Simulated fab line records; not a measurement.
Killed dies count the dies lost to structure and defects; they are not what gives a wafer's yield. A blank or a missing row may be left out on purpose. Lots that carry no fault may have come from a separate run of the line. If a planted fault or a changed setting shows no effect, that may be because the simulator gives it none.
Matching of chambers || flow nand-harc || NHARC_A_STAIRCASE_DEP_471 on pecvd-04 has 3 sister chambers
The step deposits SiO2, target thk 100 nm. 3 wafers are shown with their chamber, then 7 later ones without.

## EACH WAFER AND ITS CHAMBER
{"wafer": "L087.5", "chamber": 2, "throttle-valve-pct (%)": 16.5}
{"wafer": "L088.6", "chamber": 1, "throttle-valve-pct (%)": 15.9}
{"wafer": "L089.5", "chamber": 0, "throttle-valve-pct (%)": 16.6}

## WAFERS WITH NO CHAMBER GIVEN
{"wafer": "L089.6", "throttle-valve-pct (%)": 16.0}
{"wafer": "L092.1", "throttle-valve-pct (%)": 16.6}
{"wafer": "L092.3", "throttle-valve-pct (%)": 15.8}
{"wafer": "L092.5", "throttle-valve-pct (%)": 16.7}
{"wafer": "L097.1", "throttle-valve-pct (%)": 16.5}
{"wafer": "L097.3", "throttle-valve-pct (%)": 15.5}
{"wafer": "L097.4", "throttle-valve-pct (%)": 16.4}

## CHAMBER TAKEN BY EACH
{"wafer": "L089.6", "from the rows above": 1, "in truth": 1}
{"wafer": "L092.1", "from the rows above": "can't be placed: 0 or 2", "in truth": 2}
{"wafer": "L092.3", "from the rows above": 1, "in truth": 1}
{"wafer": "L092.5", "from the rows above": "can't be placed: 0 or 2", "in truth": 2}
{"wafer": "L097.1", "from the rows above": "can't be placed: 2 or 0", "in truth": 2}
{"wafer": "L097.3", "from the rows above": 1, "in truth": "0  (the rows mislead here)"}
{"wafer": "L097.4", "from the rows above": "can't be placed: 2 or 0", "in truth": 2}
Placed correctly: 2 of 7. From these rows, 4 cannot be placed; in 4 the true chamber is one of the candidates. Number placed wrongly: 1.
How it was worked out, from the rows above alone: a wafer's distance from a chamber is the root of the sum, over the readings, of the square of ((its reading less the chamber's mean) divided by the reading's scatter). If the next closest chamber is less than 2 further off than the closest, the wafer can't be placed; otherwise it belongs to the closest. The mean given for a chamber averages the wafers shown for that chamber. The scatter (one wafer shown for each chamber): square how far every hidden wafer sits from the nearest shown wafer, average those squares and take the square root.
